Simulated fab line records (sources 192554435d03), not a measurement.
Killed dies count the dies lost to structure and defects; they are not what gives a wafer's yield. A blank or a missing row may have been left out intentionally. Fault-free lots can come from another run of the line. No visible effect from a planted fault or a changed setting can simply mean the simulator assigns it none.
Chamber matching | flow n5_finfet | 4 sister chambers for N5_SD_EPI_N_ETCH_35 on rie_diel-04
The step etches SOC in N2/H2, overetch 108 nm, time 486 s. 8 wafers are shown with their chamber, then 8 later ones without.

## WAFERS WITH THEIR CHAMBER
wafer  | chamber | showerhead_plenum_p_Torr (Torr) | throttle_valve_pct (%)
L076.3 | 3       | 2.64                            | 24.2
L076.5 | 0       | 2.55                            | 23.2
L078.6 | 1       | 2.53                            | 24.2
L084.2 | 1       | 2.52                            | 24.3
L085.1 | 3       | 2.62                            | 24.2
L085.3 | 0       | 2.54                            | 23.3
L085.4 | 2       | 2.50                            | 24.1
L088.1 | 2       | 2.50                            | 24.1

## WAFERS WITHOUT THEIR CHAMBER
wafer  | showerhead_plenum_p_Torr (Torr) | throttle_valve_pct (%)
L088.5 | 2.54                            | 23.2
L088.6 | 2.62                            | 24.2
L093.1 | 2.54                            | 23.3
L093.3 | 2.51                            | 24.3
L093.4 | 2.50                            | 24.1
L097.1 | 2.51                            | 24.3
L097.4 | 2.53                            | 23.3
L097.5 | 2.51                            | 24.3

## EACH ONE'S CHAMBER
wafer  | from the rows above | in truth
L088.5 | 0                   | 0
L088.6 | 3                   | 3
L093.1 | 0                   | 0
L093.3 | 1                   | 1
L093.4 | 2                   | 2
L097.1 | 1                   | 1
L097.4 | 0                   | 0
L097.5 | 1                   | 1
Correctly placed: 8 of 8. From these rows, 0 cannot be placed. Number placed wrongly: 0.
How it was worked out, from the rows above alone: a wafer's distance from a chamber is the root of the sum, over the readings, of the square of ((its reading less the chamber's mean) divided by the reading's scatter). The wafer belongs to the nearest chamber; if the next one is less than 2 further off, it can't be placed. For every chamber, the mean is computed from those of its wafers that are shown. The scatter: take each reading less its chamber's mean, square it, sum over the shown wafers, divide by the number of wafers less the number of chambers, and take the root.
